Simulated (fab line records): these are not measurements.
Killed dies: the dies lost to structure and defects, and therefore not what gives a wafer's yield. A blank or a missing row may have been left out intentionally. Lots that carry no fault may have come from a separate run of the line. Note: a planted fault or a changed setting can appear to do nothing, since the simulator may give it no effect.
Problem report in the 8D (eight disciplines) form, filled by code | flow n5Finfet | the parts of the form that need people (team, actions taken, sign-off) are left out

## 1. THE PROBLEM
tempC at N5_BEOL_M4_ETCH_70 reads a mean of 43.56 C on 4 wafers of 2 lots; wafers without a fault read 40.02 C with a standard deviation of 0.11. Measured from the usual mean, that is +32 standard deviations.
The step: etches SOC in N2/H2, target depth 80 nm, overetch 24 nm, time 130 s.
First seen on wafer L655.1, day 9 21:55, on rieDiel-04. The record has a number at this step for 30 wafers belonging to 10 lots. Rule for "out", or "out of limits": more than 4 standard deviations from the usual mean. The rest of the wafers with a number are treated as sound.

## 2. WHAT THIS IS AND IS NOT
question                    | is                             | is not
which readings at this step | tempC                          | drypumpMotorCurrentA, oesProductAu, rfVppV, showerheadPlenumPTorr, throttleValvePct
which lots                  | L655, L656                     | L649, L651, L666, L667, L668, L670, L671, L672
which wafers of those lots  | L655.1, L655.5, L656.2, L656.6 | L655.3, L656.5
read on which tools         | rieDiel-04                     | rieDiel-01, rieDiel-05
when                        | from day 9 21:55               | up to then (7 sound wafers); but 19 sound wafers of L656, L666, L667, L668, L670, L671, L672 came after

## 3. THE SUSPECTS, EACH WITH WHAT RULES IT OUT
Counting: a tool at a process step up to the reading stays a suspect if it ran every lot that is out. Sound lots after the first of them don't rule it out here, since some wafers of a struck lot are sound.
- pecvd-04 at N5_BEOL_M3_DEP_57 (deposits SiCN from 3MS/NH3, target thk 8 nm, time 14 s): kept. It ran every lot that is out, first L655 (day 9 09:14); its last sound lot up to then is L651 (day 8 13:19).
- rieDiel-04 at N5_BEOL_M4_ETCH_70 (etches SOC in N2/H2, target depth 80 nm, overetch 24 nm, time 130 s): kept. It ran every lot that is out, first L655 (day 9 21:55). Out on those wafers are its own readings of tempC.
- In rieDiel-04 at N5_BEOL_M4_ETCH_70, the wafers that are out were processed in chamber 2 and their sound lot-mates in chambers 0, 1.
What counting leaves: pecvd-04 at N5_BEOL_M3_DEP_57 and rieDiel-04 at N5_BEOL_M4_ETCH_70.

## 4. THE CAUSE (what the simulator had put in)
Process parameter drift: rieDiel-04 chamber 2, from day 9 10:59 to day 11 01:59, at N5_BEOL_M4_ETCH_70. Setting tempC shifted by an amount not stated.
Of the 2 suspects that counting leaves, this tool is one.

## 5. THE CHAIN OF EFFECTS, in route order
Each row: a reading where the mean over the struck wafers with a number is more than 3 standard deviations away from the usual. Only readings whose record carries a usual standard deviation are examined. hours: median over the lots of the time between each lot's start at the first step of this table that gives one and its start at this step. sigmas: the change, counted in usual standard deviations.
hours | step               | reading | usual   | on struck wafers | change | sigmas
0     | N5_BEOL_M4_ETCH_70 | tempC   | 40.02 C | 43.56            | +3.54  | +32
Here are the process steps it includes:
- N5_BEOL_M4_ETCH_70: etches SOC in N2/H2, target depth 80 nm, overetch 24 nm, time 130 s.
Later steps that measure or inspect, where all struck wafers having a row at the step show a number for every such reading and not one has moved that far: N5_BEOL_M4_RC_MEAS_101.

## 6. WHAT WOULD HAVE CAUGHT IT SOONER
11 hours passed between the start of the fault at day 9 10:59 and the first reading out of limits in this record, taken at day 9 21:55.
